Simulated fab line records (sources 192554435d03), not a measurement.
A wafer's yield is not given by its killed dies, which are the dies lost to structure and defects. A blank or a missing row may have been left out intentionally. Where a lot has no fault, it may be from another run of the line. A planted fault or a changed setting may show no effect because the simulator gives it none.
Split-lot trial | flow n5Finfet | 39 wafers read from 7 lots, route of 1938 steps

## SPLIT DETAILS
At N5_BEOL_M0_SAQP_PECVD_96 (deposits a-Si from SiH4/He, target thk 45 nm, time 45.2 s), the setting timeS was moved away from the recipe's 45.2 s on 15 of the 39 wafers read, by -45.8% to +55.5%. All remaining wafers had this setting at the recipe value.

The split's own step is where the reading is taken.

## THE READING
a-Si_of_BEOL_M0_SAQP_PECVD_96.thkNm (the simulator's own value, which no gauge read), in nm, at N5_BEOL_M0_SAQP_PECVD_96 (deposits a-Si from SiH4/He, target thk 45 nm, time 45.2 s). There is no usual value for it anywhere in the file. Average 45.2 nm, standard deviation 0.61 nm, over the 24 wafers here run with the recipe.

wafer  | tool, chamber at the split | timeS as run, s | against the recipe | a-Si_of_BEOL_M0_SAQP_PECVD_96.thkNm, nm | against lot-mates on the recipe
L074.1 | pecvd-04, 0                | 45.2            | recipe             | 45.6                                    | -
L074.2 | pecvd-04, 1                | 45.2            | recipe             | 45.8                                    | -
L074.4 | pecvd-04, 1                | 45.2            | recipe             | 45.8                                    | -
L074.3 | pecvd-04, 2                | 68.11           | +50.7%             | 67.4                                    | +21.7
L074.5 | pecvd-04, 0                | 68.11           | +50.7%             | 69.4                                    | +23.7
L074.6 | pecvd-04, 2                | 68.11           | +50.7%             | 68.4                                    | +22.7
L077.2 | pecvd-04, 2                | 45.2            | recipe             | 43.8                                    | -
L077.4 | pecvd-04, 0,1              | 45.2            | recipe             | 45.8                                    | -
L077.6 | pecvd-04, 0,1              | 45.2            | recipe             | 45.8                                    | -
L079.1 | pecvd-02, 0,1              | 45.2            | recipe             | 45.4                                    | -
L079.5 | pecvd-02, 0,1              | 45.2            | recipe             | 45.4                                    | -
L079.2 | pecvd-02, 2,0              | 45.2            | recipe             | 45.2                                    | -
L079.6 | pecvd-02, 2,0              | 45.2            | recipe             | 45.2                                    | -
L079.3 | pecvd-02, 1                | 45.2            | recipe             | 44.8                                    | -
L079.4 | pecvd-02, 2                | 45.2            | recipe             | 45.8                                    | -
L081.1 | pecvd-01, 0                | 24.48           | -45.8%             | 24.2                                    | -20.9
L081.2 | pecvd-01, 1                | 45.2            | recipe             | 44.6                                    | -
L081.3 | pecvd-01, 0                | 45.2            | recipe             | 45.4                                    | -
L081.5 | pecvd-01, 0                | 45.2            | recipe             | 45.4                                    | -
L081.4 | pecvd-01, 1                | 24.48           | -45.8%             | 24.6                                    | -20.5
L081.6 | pecvd-01, 1                | 24.48           | -45.8%             | 24.8                                    | -20.3
L084.1 | pecvd-01, 2,1              | 45.2            | recipe             | 44.6                                    | -
L084.2 | pecvd-01, 2,1              | 45.2            | recipe             | 44.6                                    | -
L084.3 | pecvd-01, 0                | 70.29           | +55.5%             | 69.6                                    | +24.9
L084.4 | pecvd-01, 0                | 70.29           | +55.5%             | 70.4                                    | +25.7
L084.5 | pecvd-01, 1                | 70.29           | +55.5%             | 69.4                                    | +24.7
L084.6 | pecvd-01, 2                | 45.2            | recipe             | 44.8                                    | -
L085.1 | pecvd-01, 1                | 62.22           | +37.7%             | 61                                      | +16.3
L085.2 | pecvd-01, 0                | 62.22           | +37.7%             | 61.2                                    | +16.5
L085.3 | pecvd-01, 2                | 45.2            | recipe             | 43.8                                    | -
L085.4 | pecvd-01, 0                | 45.2            | recipe             | 45.8                                    | -
L085.5 | pecvd-01, 2                | 62.22           | +37.7%             | 62.2                                    | +17.5
L085.6 | pecvd-01, 1                | 45.2            | recipe             | 44.6                                    | -
L094.1 | pecvd-04, 1                | 58.52           | +29.5%             | 58.4                                    | +12.9
L094.2 | pecvd-04, 2                | 58.52           | +29.5%             | 58.2                                    | +12.7
L094.3 | pecvd-04, 0                | 45.2            | recipe             | 45.2                                    | -
L094.4 | pecvd-04, 2                | 58.52           | +29.5%             | 59.2                                    | +13.7
L094.5 | pecvd-04, 1                | 45.2            | recipe             | 45.4                                    | -
L094.6 | pecvd-04, 0                | 45.2            | recipe             | 46                                      | -
The file does not say which wafer passed through which chamber wherever a row lists several chambers: such a row stands for several wafers.

THE FIT
A straight line over all 39 wafers: a-Si_of_BEOL_M0_SAQP_PECVD_96.thkNm changes by +0.448 nm for each +1% of timeS; r = +1.00; the points scatter about the line by 0.64 nm.
The same after taking each lot's own level away (the mean of its wafers on the recipe; 39 wafers): +0.449 nm for each +1%; r = +1.00; scatter 0.53 nm.
That fit puts the effect of the largest move of timeS on the reading at 25 nm.
Measured against the standard deviation above, the lots' own levels, which go from 44.67 to 45.73 nm, span 1.8 times it.
Consequently the slope shifts little with the lot-to-lot level, the two slopes agreeing.
Check: with one of the wafers moved furthest among these (+55.5%) left out of the fit, the line predicts +24.9 nm for it against its lot-mates. It came out at +24.9 nm against them.

## OTHER SPLITS APPLIED TO THESE WAFERS
These wafers also went through other splits before the reading. Each is held against what the fit with the lots' levels taken away leaves over:
other split on the same wafers   | wafers away from the commonest value | r with a-Si_of_BEOL_M0_SAQP_PECVD_96.thkNm (lot level and that fit taken away)
N5_SD_EPI_P_ETCH_16 targetDepthA | 12                                   | +0.00

## FILE'S OWN FIT
a-Si_of_BEOL_M0_SAQP_PECVD_96.thkNm changes by +0.449 nm for each +1% of timeS, r = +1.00.
